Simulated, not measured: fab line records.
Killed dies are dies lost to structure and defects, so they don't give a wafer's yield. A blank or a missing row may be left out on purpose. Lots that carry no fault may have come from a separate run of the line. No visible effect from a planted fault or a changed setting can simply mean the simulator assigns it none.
Chamber matching ; flow n5_finfet ; N5_BEOL_M9_STRIP_19 on rie_diel-01: 4 sister chambers
The step strips in O2. 16 wafers are shown with their chamber, then 8 later ones without.

## WAFERS WITH THEIR CHAMBER
wafer;chamber;throttle_valve_pct (%);showerhead_plenum_p_Torr (Torr);oes_product_au (a.u.)
L078.1;0;16.82;2.20;0.71
L078.3;2;16.85;2.12;0.83
L078.6;2;16.87;2.12;0.83
L077.1;2;16.90;2.12;0.82
L077.3;0;16.80;2.20;0.72
L077.6;2;16.86;2.12;0.84
L079.1;0;16.84;2.20;0.72
L079.3;1;16.36;2.08;0.93
L079.6;2;16.89;2.11;0.83
L083.2;2;16.91;2.11;0.82
L083.4;2;16.89;2.11;0.81
L083.5;0;16.84;2.19;0.71
L086.1;3;16.15;2.03;1.02
L086.3;2;16.90;2.11;0.81
L086.4;0;16.84;2.19;0.69
L091.2;0;16.86;2.19;0.70

SIGNATURES (averages over the wafers above)
reading;chamber 0;chamber 1;chamber 2;chamber 3;scatter within a chamber
throttle_valve_pct;16.8333;16.3600;16.8837;16.1500;0.0211
showerhead_plenum_p_Torr;2.1950;2.0800;2.1150;2.0300;0.0054
oes_product_au;0.7083;0.9300;0.8237;1.0200;0.0111
Rule: for a wafer and a chamber, the distance is found by dividing, reading by reading, the gap between the wafer's reading and the chamber's mean by the reading's scatter, squaring, summing and taking the root. The wafer belongs to the nearest chamber; if the next one is less than 2 further off, it can't be placed. The scatter: the root of (the sum of the squares of (reading less its chamber's mean) over the shown wafers, divided by (wafers less chambers)).

## WAFERS WITH NO CHAMBER GIVEN
wafer;throttle_valve_pct (%);showerhead_plenum_p_Torr (Torr);oes_product_au (a.u.)
L091.3;16.17;2.03;0.98
L091.4;16.41;2.08;0.88
L095.1;16.93;2.10;0.79
L095.3;16.39;2.07;0.86
L095.4;16.88;2.19;0.68
L097.2;16.93;2.10;0.79
L097.5;16.88;2.19;0.70
L097.6;16.44;2.07;0.87

## WHICH CHAMBER EACH WENT THROUGH
wafer;from the rows above;in truth
L091.3;3;3
L091.4;1;1
L095.1;2;2
L095.3;1;1
L095.4;0;0
L097.2;2;2
L097.5;0;0
L097.6;1;1
Placed correctly: 8 of 8. Not placeable from these rows: 0. 0 placed wrongly.
